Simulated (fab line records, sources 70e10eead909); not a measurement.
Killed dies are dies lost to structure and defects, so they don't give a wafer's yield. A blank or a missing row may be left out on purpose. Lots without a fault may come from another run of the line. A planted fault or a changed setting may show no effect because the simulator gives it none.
Chamber matching | flow nand_harc | NHARC_A_DECK1_JOINT_DEP_16 on pecvd-02: 3 sister chambers
The step deposits SiO2, target thk 45 nm. 6 wafers are shown with their chamber, then 8 later ones without.

WAFERS WITH THEIR CHAMBER
wafer  | chamber | throttle_valve_pct (%) | heater_power_w (W)
L083.1 | 0       | 15.8                   | 581
L083.2 | 1       | 16.3                   | 583
L085.1 | 2       | 15.4                   | 540
L085.2 | 0       | 16.1                   | 459
L085.4 | 1       | 16.5                   | 666
L090.1 | 2       | 15.4                   | 427

WAFERS WITHOUT THEIR CHAMBER
wafer  | throttle_valve_pct (%) | heater_power_w (W)
L090.2 | 16.2                   | 623
L090.5 | 15.1                   | 483
L091.2 | 15.5                   | 521
L091.4 | 15.6                   | 563
L091.5 | 15.5                   | 510
L096.2 | 15.6                   | 478
L096.4 | 15.2                   | 512
L096.6 | 15.7                   | 485

WHICH CHAMBER EACH WENT THROUGH
wafer  | from the rows above     | in truth
L090.2 | can't be placed: 1 or 0 | 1
L090.5 | 2                       | 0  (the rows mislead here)
L091.2 | 2                       | 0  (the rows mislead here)
L091.4 | can't be placed: 2 or 0 | 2
L091.5 | 2                       | 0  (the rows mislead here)
L096.2 | can't be placed: 2 or 0 | 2
L096.4 | 2                       | 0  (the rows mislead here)
L096.6 | can't be placed: 0 or 2 | 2
Placed correctly: 0 of 8. Can't be placed from these rows: 4 (the true chamber is among the candidates in 4). Placed wrongly: 4.
How it was worked out, from the rows above alone: a wafer's distance from a chamber is the root of the sum, over the readings, of the square of ((its reading less the chamber's mean) divided by the reading's scatter). The wafer belongs to the nearest chamber; if the next one is less than 2 further off, it can't be placed. A chamber's mean is the mean of its shown wafers. The scatter: the root of (the sum of the squares of (reading less its chamber's mean) over the shown wafers, divided by (wafers less chambers)).
